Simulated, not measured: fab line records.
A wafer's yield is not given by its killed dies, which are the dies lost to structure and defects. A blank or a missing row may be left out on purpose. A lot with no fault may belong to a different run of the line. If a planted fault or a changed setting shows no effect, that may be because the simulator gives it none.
A lot that was struck, set against a sound lot + flow n5-finfet + 38 steps out of a route of 1938
Sound: wafers L473.1, L473.3, L473.6. Struck: wafers L477.1, L477.5, L477.6. The cause comes at the end.
Each step with rows lists, per side, the tool, then ch with its chambers, then its first start. Under that, the readings that differ: sound wafers + struck wafers + difference of the means + sigmas: that difference in standard deviations of wafers without a fault.
alike: a reading whose means differ by less than 2 such deviations, as well as words and numbers matching on both sides. not compared: withheld readings; readings where some wafer has no value; bounds like >300 that might hide an equal value; numbers whose values overlap and for which the record gives no deviation.
A row with sigmas, a row that says differs or no value, or rows on one side alone: a step with any of these is where the two part. When numbers do not overlap yet have no deviation, they are printed without sigmas and do not part them. Lack of a reading on every wafer of one side parts them only where that side has two or more wafers.

first, 9 steps without rows for these wafers: N5_BEOL_M4_EBR_24; N5_BEOL_M4_SOFTBAKE_23 (time 60 s); N5_BEOL_M4_EXPOSE_25 (exposes mask V3, defocus 5 nm); N5_BEOL_M4_PEB_26 (peb time 60 s); N5_BEOL_M4_DEVELOP_27 (develop time 30 s); N5_BEOL_M4_DESCUM_33 (chemistry O2, time 7 s); N5_BEOL_M4_ETCH_77 (etches underlayer in N2/H2, target depth 6.5 nm, time 5.2 s); N5_BEOL_M4_ETCH_69 (etches SiARC in CF4, target depth 15.6 nm, time 26 s); N5_BEOL_M4_ALD_98 (deposits SiO2, target thk 2.5 nm, pulse time 1 s, co reactant pulse time 1 s).
N5_BEOL_M4_ETCHBACK_99: etches SiO2 in CHF3, target depth 5 nm, time 10.4 s.
  sound on rie-diel-02 ch 0,3, day 10 01:40; struck on rie-diel-02 ch 0,1, day 11 16:22
  alike: drypump-motor-current-A, oes-product-au, rf-vpp-V, showerhead-plenum-p-Torr, throttle-valve-pct
  not compared: rf-hours-counter-h
then, 27 steps without rows for these wafers: N5_BEOL_M4_ETCH_70 (etches SOC in N2/H2, target depth 80 nm, overetch 24 nm, time 130 s); N5_BEOL_M4_STRIP_71 (strips in N2/H2); N5_BEOL_M4_STRIP_78 (strips in N2/H2); N5_BEOL_M4_VIA_ETCH_34 (etches the open film in C4F6/O2, target depth 69.4 nm, time 65.9 s); N5_BEOL_M4_STRIP_83 (strips in C4F6/O2); N5_BEOL_M4_STRIP_36 (strips in N2/H2); N5_BEOL_M4_TRENCH_ETCH_37 (etches SiOC in C4F6/O2, target depth 55.555 nm, time 29.2 s); N5_BEOL_M4_ETCH_41 (etches SiCN in CH3F/O2, target depth 29.9 nm, time 52.5 s); N5_BEOL_M4_STRIP_97 (strips in N2/H2, time 10 s); N5_BEOL_M4_HM_STRIP_39 (strips TiN in peroxide tin strip, target depth 25 nm, time 158 s); N5_BEOL_M4_SRD_40 (time 30 s); N5_BEOL_M4_PRECLEAN_42 (cleans in residue remover, time 60 s); N5_BEOL_M4_SRD_43 (time 30 s); N5_BEOL_M4_DEGAS_44 (time 60 s); N5_BEOL_M4_PRE_CLEAN_45 (time 30 s); N5_BEOL_M4_ALD_84 (deposits TaN, pulse time 2 s, purge time 3 s, co reactant purge time 2 s); N5_BEOL_M4_SURFACE_TREAT_85; N5_BEOL_M4_CVD_47 (deposits Co from CCTBA/H2, target thk 3 nm, time 223.8 s); N5_BEOL_M4_SPUTTER_48 (material Cu, target thk 4.5 nm, time 8.29 s); N5_BEOL_M4_ANNEAL_49 (time 240 s); N5_BEOL_M4_SPUTTER_79 (material Cu, target thk 4.5 nm, time 8.29 s); N5_BEOL_M4_ANNEAL_80 (time 240 s); N5_BEOL_M4_SPUTTER_81 (material Cu, target thk 4.5 nm, time 8.29 s); N5_BEOL_M4_ANNEAL_82 (time 240 s); N5_BEOL_M4_SPUTTER_86 (material Cu, target thk 4.5 nm, time 8.29 s); N5_BEOL_M4_ANNEAL_87 (time 240 s); N5_BEOL_M4_SPUTTER_88 (material Cu, target thk 4.5 nm, time 8.29 s).
-- record jumps: 4 days separate the struck wafers' starts on either side; left off in module BEOL_M4, taken up again in module PASSIVATION, whose first shown step is the route's number 1936 --
N5_PASSIVATION_PROBE_49:
  struck on prober-01, day 16 02:13; sound on prober-01, day 15 01:19
| reading                  | sound          | struck         | difference | sigmas |
|--------------------------|----------------|----------------|------------|--------|
| defect-limited-yield (%) | 92.1 93.4 90.8 | 83.8 85.0 85.3 | -7.4       | -5     |
| killed_at_M4_up          | 13 17 16       | 107 111 106    | +93        | +20    |
| killed-at-other          | 10 4 8         | 4 0 0          | -6         | -2     |
| killed-dies              | 93 78 108      | 191 177 173    | +87        | +5     |
| killed-on-rim            | 14 15 9        | 33 25 29       | +16        | +4     |
| sort_bin_5_function (%)  | 4.9 3.4 5.8    | 9.8 8.6 8.2    | +4.2       | +4     |
| sort-n-pass              | 1087 1046 1072 | 989 1003 1007  | -69        | -3     |
| sort-yield-pct (%)       | 92.1 88.6 90.8 | 83.8 85.0 85.3 | -5.8       | -3     |
  alike: killed_at_M0_to_M3, killed-at-contacts, killed-at-front-end, killed-open, killed-short, sort_bin_6_memory, sort_bin_8_speed

## WHERE THEY PART
Only at N5_PASSIVATION_PROBE_49, within this record.

WHY: what had been put in by the simulator
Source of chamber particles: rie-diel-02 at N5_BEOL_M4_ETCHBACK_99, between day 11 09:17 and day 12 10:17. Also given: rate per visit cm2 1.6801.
